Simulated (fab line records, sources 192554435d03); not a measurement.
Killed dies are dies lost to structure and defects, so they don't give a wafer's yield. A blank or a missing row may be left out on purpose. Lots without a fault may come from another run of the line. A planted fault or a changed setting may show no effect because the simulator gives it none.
Which tool did it? | flow n5_finfet | 11 lots, 30 wafers sampled, at 5 steps of a route of 1938

WHAT THE GAUGES READ, wafer by wafer
N5_BEOL_M11_THK_MEAS_01. Usual: M11_ILD_THK 269 nm, standard deviation 4.1.
lot  | measured     | on            | M11_ILD_THK (nm) | flag
L269 | day 10 19:10 | film_metro-02 | 267 274          |
L270 | day 11 04:52 | film_metro-02 | 263 265          |
L274 | day 11 16:58 | film_metro-01 | 268 264          |
L278 | day 13 01:58 | film_metro-02 | 267 270 275      |
L279 | day 13 16:46 | film_metro-02 | 308 310 316      | OFF
L283 | day 13 16:40 | film_metro-02 | 310 309 314      | OFF
L281 | day 13 20:40 | film_metro-02 | 313 304 304      | OFF
L289 | day 15 15:33 | film_metro-02 | 270 263 272      |
L291 | day 15 18:14 | film_metro-02 | 264 265 275      |
L290 | day 16 13:40 | film_metro-01 | 264 266 269      |
L292 | day 16 18:41 | film_metro-02 | 267 269 268      |

WHICH TOOL RAN EACH LOT (tool, then ch and the chambers of the sampled wafers, then the start)
lot  | N5_BEOL_M10_ETCH_65                | N5_BEOL_M10_SURFACE_TREAT_76 | N5_BEOL_M10_DEP_56              | N5_BEOL_M11_CURE_71
L269 | rie_diel-04 ch 0, day 10 15:14     | pvd_sputter-01, day 10 17:22 | pecvd-04 ch 0,2, day 10 18:26   | uv_cure-03 ch 0, day 10 18:44
L270 | rie_diel-04 ch 3, day 11 01:25     | pvd_sputter-01, day 11 02:50 | pecvd-04 ch 2, day 11 04:08     | uv_cure-03 ch 0, day 11 04:20
L274 | rie_diel-05 ch 1,2, day 11 11:53   | pvd_sputter-01, day 11 13:49 | pecvd-04 ch 1,2, day 11 16:13   | uv_cure-03 ch 2, day 11 16:27
L278 | rie_diel-06 ch 0,1,2, day 12 20:22 | pvd_sputter-03, day 12 21:49 | pecvd-01 ch 0,2, day 13 00:43   | uv_cure-03 ch 1, day 13 01:08
L279 | rie_diel-05 ch 0,1, day 13 10:54   | pvd_sputter-01, day 13 14:34 | pecvd-01 ch 0,1,2, day 13 15:47 | uv_cure-03 ch 2, day 13 16:16
L283 | rie_diel-06 ch 2,3, day 13 10:59   | pvd_sputter-01, day 13 14:26 | pecvd-04 ch 0,1,2, day 13 15:46 | uv_cure-02 ch 1, day 13 16:09
L281 | rie_diel-05 ch 0,1, day 13 14:37   | pvd_sputter-02, day 13 16:28 | pecvd-01 ch 0,1,2, day 13 19:57 | uv_cure-02 ch 0, day 13 20:10
L289 | rie_diel-06 ch 1,2, day 15 11:26   | pvd_sputter-02, day 15 13:02 | pecvd-04 ch 1,2, day 15 14:21   | uv_cure-01 ch 0, day 15 14:34
L291 | rie_diel-05 ch 0,3, day 15 14:32   | pvd_sputter-03, day 15 16:27 | pecvd-04 ch 1,2, day 15 17:31   | uv_cure-02 ch 1, day 15 17:43
L290 | rie_diel-05 ch 0,1, day 16 09:57   | pvd_sputter-02, day 16 11:33 | pecvd-01 ch 0,2, day 16 12:56   | uv_cure-01 ch 2, day 16 13:09
L292 | rie_diel-04 ch 1,2,3, day 16 13:09 | pvd_sputter-01, day 16 16:38 | pecvd-03 ch 0,1,2, day 16 17:58 | uv_cure-01 ch 0, day 16 18:10
- N5_BEOL_M10_ETCH_65: etches SiARC in CF4, target depth 39 nm, time 65 s.
- N5_BEOL_M10_SURFACE_TREAT_76
- N5_BEOL_M10_DEP_56: deposits SiCN from 3MS/NH3, target thk 15 nm, time 26.5 s.
- N5_BEOL_M11_CURE_71: cures SiCOH lowk, time 240 s.

WHAT THE TOOLS THEMSELVES READ (means of the sampled wafers that have a number; where no wafer has one, the mark that the record gives instead)
N5_BEOL_M10_ETCH_65. Usual: drypump_motor_current_A 5.9 A, standard deviation 0.47; etch_rf_on_time_s 64.6 s, standard deviation 1.3; oes_product_au 0.68 a.u., standard deviation 0.057; rf_vpp_V 184.6 V, standard deviation 1.1; showerhead_plenum_p_Torr 2.18 Torr, standard deviation 0.058; throttle_valve_pct 15.55 %, standard deviation 0.27.
lot  | tool        | drypump_motor_current_A (A) | etch_rf_on_time_s (s) | oes_product_au (a.u.) | rf_vpp_V (V) | showerhead_plenum_p_Torr (Torr) | throttle_valve_pct (%) | flag
L269 | rie_diel-04 | 5.0                         | 64.5                  | 0.73                  | 184.6        | 2.08                            | 15.73                  |
L270 | rie_diel-04 | 6.3                         | 63.1                  | 0.70                  | 183.3        | 2.15                            | 15.32                  |
L274 | rie_diel-05 | 5.6                         | 64.0                  | 0.66                  | 183.2        | 2.16                            | 15.74                  |
L278 | rie_diel-06 | 6.2                         | 64.9                  | 0.68                  | 185.5        | 2.19                            | 15.61                  |
L279 | rie_diel-05 | 5.9                         | 64.6                  | 0.64                  | 185.1        | 2.22                            | 15.83                  |
L283 | rie_diel-06 | 5.6                         | 64.3                  | 0.70                  | 184.2        | 2.14                            | 15.46                  |
L281 | rie_diel-05 | 5.9                         | 65.0                  | 0.64                  | 184.8        | 2.22                            | 15.83                  |
L289 | rie_diel-06 | 6.3                         | 63.4                  | 0.69                  | 185.4        | 2.20                            | 15.54                  |
L291 | rie_diel-05 | 5.9                         | 64.5                  | 0.74                  | 183.8        | 2.20                            | 15.12                  |
L290 | rie_diel-05 | 5.9                         | 64.6                  | 0.62                  | 185.4        | 2.21                            | 15.88                  |
L292 | rie_diel-04 | 6.1                         | 65.3                  | 0.67                  | 184.9        | 2.18                            | 15.49                  |

N5_BEOL_M10_DEP_56. Usual: showerhead_plenum_p_Torr 3.660 Torr, standard deviation 0.0092; showerhead_vpp_V 879 V, standard deviation 47; throttle_valve_pct 9.0 %, standard deviation 0.4.
lot  | tool     | showerhead_plenum_p_Torr (Torr) | showerhead_vpp_V (V) | throttle_valve_pct (%) | flag
L269 | pecvd-04 | 3.653                           | 852                  | 9.1                    |
L270 | pecvd-04 | 3.651                           | 830                  | 8.8                    |
L274 | pecvd-04 | 3.656                           | 896                  | 8.9                    |
L278 | pecvd-01 | 3.673                           | 852                  | 8.9                    |
L279 | pecvd-01 | 3.663                           | 841                  | 9.1                    |
L283 | pecvd-04 | 3.660                           | 884                  | 8.9                    |
L281 | pecvd-01 | 3.662                           | 845                  | 9.0                    |
L289 | pecvd-04 | 3.656                           | 861                  | 9.1                    |
L291 | pecvd-04 | 3.653                           | 908                  | 9.1                    |
L290 | pecvd-01 | 3.672                           | 864                  | 8.8                    |
L292 | pecvd-03 | 3.655                           | 885                  | 8.8                    |

N5_BEOL_M11_CURE_71. Usual: lamp_power_pct 52.32 %, standard deviation 0.052; run_length_s 286.1 s, standard deviation 1.3; wafer_temp_C_max 386.6, standard deviation 0.61.
lot  | tool       | lamp_power_pct (%) | run_length_s (s) | wafer_temp_C_max | flag
L269 | uv_cure-03 | 52.31              | 285.3            | 386.3            |
L270 | uv_cure-03 | 52.30              | 284.6            | 386.2            |
L274 | uv_cure-03 | 52.36              | 285.4            | 388.0            |
L278 | uv_cure-03 | 52.34              | 289.4            | 385.9            |
L279 | uv_cure-03 | -                  | -                | -                | OFF
L283 | uv_cure-02 | -                  | -                | -                | OFF
L281 | uv_cure-02 | -                  | -                | -                | OFF
L289 | uv_cure-01 | 52.31              | 289.4            | 387.1            |
L291 | uv_cure-02 | 52.33              | 286.1            | 386.2            |
L290 | uv_cure-01 | 52.31              | 285.4            | 387.0            |
L292 | uv_cure-01 | 52.33              | 285.7            | 386.6            |

THE ANSWER, worked out from the rows above alone
Rule: a lot is off if the mean of its wafers that have a number lies more than 3 standard deviations from the usual mean. A lot without any number at a reading at which 4 lots or more have one is off too. The other lots that the step has rows for count as sound. The gauges are gone through in route order, then the tools' own readings, and for those a lot's mean is taken as printed above. The first step at which some lot is off is used, and at that step the reading that is off furthest; a lot without a number counts as furthest.
Off: L279, L283, L281, at N5_BEOL_M11_THK_MEAS_01 (M11_ILD_THK).
A tool fits if, at a process step before that reading, it ran every lot that is off, and no sound lot after the first of them. The gauges at N5_BEOL_M11_THK_MEAS_01 aren't tried: what is off there is off at N5_BEOL_M11_CURE_71 too, on other tools, and a gauge's error can't cause that. None of those tried fits.

WHAT THE SIMULATOR HAD PUT IN
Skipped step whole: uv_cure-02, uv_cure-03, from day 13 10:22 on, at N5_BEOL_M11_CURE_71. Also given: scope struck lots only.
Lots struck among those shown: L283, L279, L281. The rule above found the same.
